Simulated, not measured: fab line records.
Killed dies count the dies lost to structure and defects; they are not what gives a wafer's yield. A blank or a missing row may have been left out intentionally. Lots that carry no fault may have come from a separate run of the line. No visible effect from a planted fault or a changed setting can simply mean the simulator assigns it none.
Matching of chambers -- flow nandHarc -- NHARC_P_M1_CMP_23 on cmp-04 has 4 sister chambers
The step polishes, t overpolish 20 s, target thk 157.82 nm. 20 wafers are shown with their chamber, then 10 later ones without.

WAFERS, EACH WITH ITS CHAMBER
wafer,chamber,motorCurrentA (A),timeToEndpointS (s)
L075.1,0,12.1,25.5
L075.4,2,12.2,27.8
L075.5,1,12.6,29.5
L078.1,2,12.1,26.5
L078.4,0,11.9,24.2
L078.6,2,12.4,26.8
L081.2,3,12.5,25.5
L081.5,1,12.9,27.2
L081.6,0,12.2,24.2
L083.2,1,11.9,29.7
L083.3,3,11.8,29.9
L083.4,0,12.4,30.1
L085.2,0,12.0,28.0
L085.3,3,11.8,28.6
L085.6,0,12.4,27.5
L089.1,0,12.4,25.7
L089.2,1,12.8,24.3
L089.3,3,11.9,24.2
L088.1,0,11.9,29.1
L088.4,3,12.0,31.5

SIGNATURES, as means of the wafers listed above
reading,chamber 0,chamber 1,chamber 2,chamber 3,scatter within a chamber
motorCurrentA,12.162,12.550,12.233,12.000,0.289
timeToEndpointS,26.788,27.675,27.033,27.940,2.39
Rule: a wafer's distance from a chamber is the root of the sum, over the readings, of the square of ((its reading less the chamber's mean) divided by the reading's scatter). The wafer belongs to the nearest chamber; if the next one is less than 2 further off, it can't be placed. How the scatter is found: for the shown wafers, subtract from each reading the mean of its chamber, square and add these, divide the total by (wafers less chambers), then take the root.

WAFERS WITHOUT THEIR CHAMBER
wafer,motorCurrentA (A),timeToEndpointS (s)
L088.5,12.1,28.5
L090.1,12.2,23.6
L090.5,11.3,25.5
L090.6,12.3,23.2
L094.4,12.4,30.5
L094.5,11.8,29.5
L094.6,11.9,29.8
L097.2,12.1,30.2
L097.3,12.4,28.6
L097.5,12.5,27.0

THE CHAMBER EACH PASSED THROUGH
wafer,from the rows above,in truth
L088.5,can't be placed: 3 or 0 or 2 or 1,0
L090.1,can't be placed: 0 or 2 or 3 or 1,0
L090.5,can't be placed: 3 or 0 or 2 or 1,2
L090.6,can't be placed: 0 or 2 or 1 or 3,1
L094.4,can't be placed: 1 or 2 or 3 or 0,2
L094.5,can't be placed: 3 or 0 or 2 or 1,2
L094.6,can't be placed: 3 or 0 or 2 or 1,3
L097.2,can't be placed: 3 or 2 or 0 or 1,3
L097.3,can't be placed: 1 or 2 or 0 or 3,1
L097.5,can't be placed: 1 or 2 or 0 or 3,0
Correctly placed: 0 of 10. Unplaceable from these rows: 10, with the true chamber sitting among the candidates in 10. Wrongly placed: 0.
